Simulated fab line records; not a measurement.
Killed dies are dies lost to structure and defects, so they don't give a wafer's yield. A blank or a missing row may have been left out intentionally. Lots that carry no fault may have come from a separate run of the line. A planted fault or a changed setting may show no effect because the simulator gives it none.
Which of the tools did it? + flow nand-harc + 24 lots with 72 wafers sampled at 5 steps, on a route of 1302 steps

## WHAT THE GAUGES SHOWED, per wafer
NHARC_A_CONTACT_OVL_MEAS_70. Usual: overlay-x-nm 0.2 nm, standard deviation 0.8; overlay-y-nm 0.1 nm, standard deviation 0.86.
| lot  | measured     | on         | overlay-x-nm (nm) | overlay-y-nm (nm) | flag |
|------|--------------|------------|-------------------|-------------------|------|
| L074 | day 22 01:06 | overlay-01 | 1.6 1.3 1.5       | 1.5 0.9 0.3       |      |
| L075 | day 22 14:52 | overlay-01 | 0.7 0.2 0.0       | 0.9 0.9 -0.2      |      |
| L077 | day 22 21:48 | overlay-02 | -1.0 -1.0 -0.7    | -0.3 -0.3 -0.6    |      |
| L076 | day 23 00:40 | overlay-01 | -1.0 -0.5 -0.4    | 1.5 1.4 0.9       |      |
| L079 | day 24 01:14 | overlay-01 | -0.2 0.1 -0.1     | 0.2 -0.7 -0.1     |      |
| L078 | day 24 06:50 | overlay-02 | -1.1 -1.1 -0.9    | 1.1 1.2 0.9       |      |
| L080 | day 25 01:33 | overlay-01 | -0.4 -0.7 -1.3    | 0.4 0.1 0.6       |      |
| L082 | day 25 03:05 | overlay-02 | 1.4 1.3 1.4       | -1.1 -0.9 -0.9    |      |
| L081 | day 25 18:28 | overlay-02 | 1.2 0.7 1.2       | 1.7 1.1 1.3       |      |
| L083 | day 25 20:55 | overlay-01 | 1.1 2.0 1.9       | 1.0 0.6 0.5       |      |
| L085 | day 25 21:49 | overlay-02 | -0.6 0.5 -0.1     | -0.1 0.0 0.1      |      |
| L084 | day 26 05:47 | overlay-01 | 0.1 0.1 0.1       | -0.9 0.0 -1.2     |      |
| L086 | day 26 15:04 | overlay-01 | 0.9 1.0 0.8       | -0.5 0.1 -1.1     |      |
| L087 | day 26 23:26 | overlay-02 | 0.0 0.1 -0.3      | 1.1 0.6 0.9       |      |
| L088 | day 27 15:28 | overlay-02 | 0.6 0.4 0.7       | 0.5 -0.5 0.4      |      |
| L089 | day 27 18:29 | overlay-01 | -0.1 0.1 -0.3     | -0.8 -1.0 -1.3    |      |
| L090 | day 28 10:59 | overlay-02 | 0.6 0.1 0.1       | 1.6 1.6 1.2       |      |
| L091 | day 29 00:31 | overlay-01 | -1.0 -1.0 -0.8    | 0.2 0.8 0.5       |      |
| L093 | day 29 16:30 | overlay-02 | 1.0 1.0 0.6       | -0.1 -0.2 0.5     |      |
| L092 | day 29 16:42 | overlay-01 | 0.7 1.2 1.1       | -0.2 -0.3 -0.4    |      |
| L094 | day 29 23:49 | overlay-01 | 0.3 0.8 0.4       | -1.6 -1.7 -2.2    |      |
| L097 | day 30 17:08 | overlay-01 | 1.0 1.2 0.6       | -0.5 -0.2 -0.3    |      |
| L096 | day 30 19:05 | overlay-01 | 0.4 -0.1 0.4      | -1.4 -1.3 -1.2    |      |
| L095 | day 30 21:14 | overlay-01 | -0.8 -0.3 -0.9    | 0.1 0.2 0.2       |      |

NHARC_A_CONTACT_CD_MEAS_80. Usual: cd-nm 289.4 nm, standard deviation 1.
| lot  | measured     | on        | cd-nm (nm)        | flag |
|------|--------------|-----------|-------------------|------|
| L074 | day 22 05:58 | cd-sem-03 | 288.3 289.3 289.2 |      |
| L075 | day 22 19:07 | cd-sem-03 | 289.7 291.2 291.6 |      |
| L077 | day 23 02:10 | cd-sem-03 | 288.9 288.8 288.0 |      |
| L076 | day 23 05:37 | cd-sem-02 | 290.6 288.8 289.3 |      |
| L079 | day 24 05:48 | cd-sem-02 | 290.1 289.4 289.2 |      |
| L078 | day 24 11:05 | cd-sem-02 | 289.0 288.2 287.4 |      |
| L080 | day 25 05:49 | cd-sem-01 | 288.4 289.9 288.9 |      |
| L082 | day 25 07:22 | cd-sem-03 | 290.5 290.8 290.5 |      |
| L081 | day 25 22:45 | cd-sem-01 | 289.6 288.3 289.3 |      |
| L083 | day 26 01:11 | cd-sem-03 | 289.8 289.0 288.9 |      |
| L085 | day 26 02:12 | cd-sem-03 | 289.4 288.5 289.4 |      |
| L084 | day 26 10:05 | cd-sem-03 | 289.3 290.0 290.3 |      |
| L086 | day 26 19:38 | cd-sem-03 | 288.8 290.7 290.8 |      |
| L087 | day 27 03:41 | cd-sem-01 | 288.8 288.0 290.3 |      |
| L088 | day 27 19:44 | cd-sem-02 | 289.5 289.7 289.6 |      |
| L089 | day 27 23:10 | cd-sem-02 | 291.0 290.0 289.5 |      |
| L090 | day 28 15:13 | cd-sem-02 | 289.5 291.3 289.4 |      |
| L091 | day 29 05:07 | cd-sem-03 | 289.8 289.2 290.8 |      |
| L093 | day 29 21:26 | cd-sem-03 | 289.4 290.0 290.4 |      |
| L092 | day 29 20:59 | cd-sem-02 | 287.8 290.2 290.1 |      |
| L094 | day 30 04:46 | cd-sem-02 | 290.6 290.3 288.7 |      |
| L097 | day 30 21:23 | cd-sem-02 | 288.5 288.5 289.5 |      |
| L096 | day 30 23:20 | cd-sem-01 | 286.3 287.7 287.1 |      |
| L095 | day 31 01:29 | cd-sem-03 | 291.2 290.6 290.3 |      |

## WHICH TOOL RAN EACH LOT (tool, then ch and the chambers of the sampled wafers, then the start)
| lot  | NHARC_A_CONTACT_ETCH_114             | NHARC_A_CONTACT_ETCH_121             | NHARC_A_CONTACT_ETCH_129             |
|------|--------------------------------------|--------------------------------------|--------------------------------------|
| L074 | har-cap-etch-02 ch 0,1, day 21 13:16 | har-cap-etch-02 ch 0,1, day 21 14:28 | har-cap-etch-03 ch 0,1, day 22 03:40 |
| L075 | har-cap-etch-02 ch 0,1, day 22 01:25 | har-cap-etch-02 ch 0,1, day 22 02:37 | har-cap-etch-02 ch 0,1, day 22 17:28 |
| L077 | har-cap-etch-01 ch 1, day 22 13:32   | har-cap-etch-01 ch 1, day 22 14:44   | har-cap-etch-03 ch 0,1, day 23 00:22 |
| L076 | har-cap-etch-03 ch 0,1, day 22 14:25 | har-cap-etch-03 ch 0,1, day 22 16:01 | har-cap-etch-02 ch 0,1, day 23 03:34 |
| L079 | har-cap-etch-01 ch 0,1, day 23 15:44 | har-cap-etch-01 ch 0,1, day 23 17:20 | har-cap-etch-02 ch 0,1, day 24 04:05 |
| L078 | har-cap-etch-03 ch 0,1, day 23 22:09 | har-cap-etch-03 ch 0,1, day 23 23:20 | har-cap-etch-01 ch 0,1, day 24 09:22 |
| L080 | har-cap-etch-02 ch 0,1, day 24 17:19 | har-cap-etch-02 ch 0,1, day 24 18:30 | har-cap-etch-02 ch 0,1, day 25 04:05 |
| L082 | har-cap-etch-01 ch 0,1, day 24 19:08 | har-cap-etch-01 ch 0,1, day 24 20:20 | har-cap-etch-03 ch 0, day 25 05:40   |
| L081 | har-cap-etch-01 ch 1, day 25 08:19   | har-cap-etch-01 ch 1, day 25 09:31   | har-cap-etch-01 ch 0,1, day 25 21:02 |
| L083 | har-cap-etch-02 ch 0,1, day 25 12:07 | har-cap-etch-02 ch 0,1, day 25 13:19 | har-cap-etch-02 ch 0,1, day 25 23:28 |
| L085 | har-cap-etch-03 ch 0,1, day 25 12:28 | har-cap-etch-03 ch 0,1, day 25 13:39 | har-cap-etch-01 ch 0,1, day 26 00:33 |
| L084 | har-cap-etch-03 ch 0,1, day 25 20:22 | har-cap-etch-03 ch 0,1, day 25 21:34 | har-cap-etch-02 ch 0,1, day 26 08:20 |
| L086 | har-cap-etch-03 ch 0,1, day 26 04:26 | har-cap-etch-03 ch 0,1, day 26 05:38 | har-cap-etch-02 ch 0,1, day 26 17:59 |
| L087 | har-cap-etch-01 ch 0,1, day 26 14:19 | har-cap-etch-01 ch 0,1, day 26 15:30 | har-cap-etch-02 ch 0,1, day 27 02:01 |
| L088 | har-cap-etch-03 ch 0,1, day 27 04:57 | har-cap-etch-03 ch 0,1, day 27 06:09 | har-cap-etch-03 ch 0,1, day 27 18:01 |
| L089 | har-cap-etch-01 ch 0,1, day 27 05:52 | har-cap-etch-01 ch 0,1, day 27 07:02 | har-cap-etch-01 ch 0,1, day 27 21:27 |
| L090 | har-cap-etch-03 ch 0,1, day 28 03:21 | har-cap-etch-03 ch 0,1, day 28 04:33 | har-cap-etch-02 ch 0,1, day 28 13:31 |
| L091 | har-cap-etch-03 ch 0,1, day 28 16:41 | har-cap-etch-03 ch 0,1, day 28 17:52 | har-cap-etch-02 ch 0,1, day 29 03:25 |
| L093 | har-cap-etch-03 ch 0,1, day 29 04:43 | har-cap-etch-03 ch 0,1, day 29 06:09 | har-cap-etch-01 ch 0,1, day 29 19:23 |
| L092 | har-cap-etch-01 ch 0,1, day 29 07:23 | har-cap-etch-01 ch 0,1, day 29 08:34 | har-cap-etch-02 ch 0,1, day 29 19:19 |
| L094 | har-cap-etch-03 ch 1, day 29 15:56   | har-cap-etch-03 ch 1, day 29 17:07   | har-cap-etch-03 ch 0,1, day 30 02:43 |
| L097 | har-cap-etch-02 ch 0,1, day 30 09:28 | har-cap-etch-02 ch 0,1, day 30 10:40 | har-cap-etch-01 ch 0,1, day 30 19:41 |
| L096 | har-cap-etch-03 ch 0,1, day 30 11:20 | har-cap-etch-03 ch 0,1, day 30 12:31 | har-cap-etch-03 ch 1, day 30 21:38   |
| L095 | har-cap-etch-02 ch 0,1, day 30 13:25 | har-cap-etch-02 ch 0,1, day 30 14:37 | har-cap-etch-02 ch 0,1, day 30 23:46 |
- NHARC_A_CONTACT_ETCH_114: etches the open film in C4F8/O2/Ar, time 190 s, target depth 1850 nm.
- NHARC_A_CONTACT_ETCH_121: etches the open film in C4F8/O2/Ar, time 190 s, target depth 1850 nm.
- NHARC_A_CONTACT_ETCH_129: etches the open film in C4F8/O2/Ar, time 197 s, target depth 1918 nm.

## WHAT THE TOOLS THEMSELVES READ (means of the sampled wafers that have a number; where no wafer has one, the mark that the record gives instead)
The record holds no such reading with a usual standard deviation.

## THE ANSWER, worked out from the rows above alone
Rule: a lot is off if the mean of its wafers that have a number lies more than 3 standard deviations from the usual mean. A lot without any number at a reading at which 4 lots or more have one is off too. All remaining lots with rows at the step are treated as sound. The gauges are gone through in route order, then the tools' own readings, and for those a lot's mean is taken as printed above. At the first step where some lot is off, the reading lying furthest off is the one used; lots without a number count as furthest.
Across all readings shown, no lot is off: no conclusion can be drawn from this.

## WHAT THE SIMULATOR HAD INSERTED
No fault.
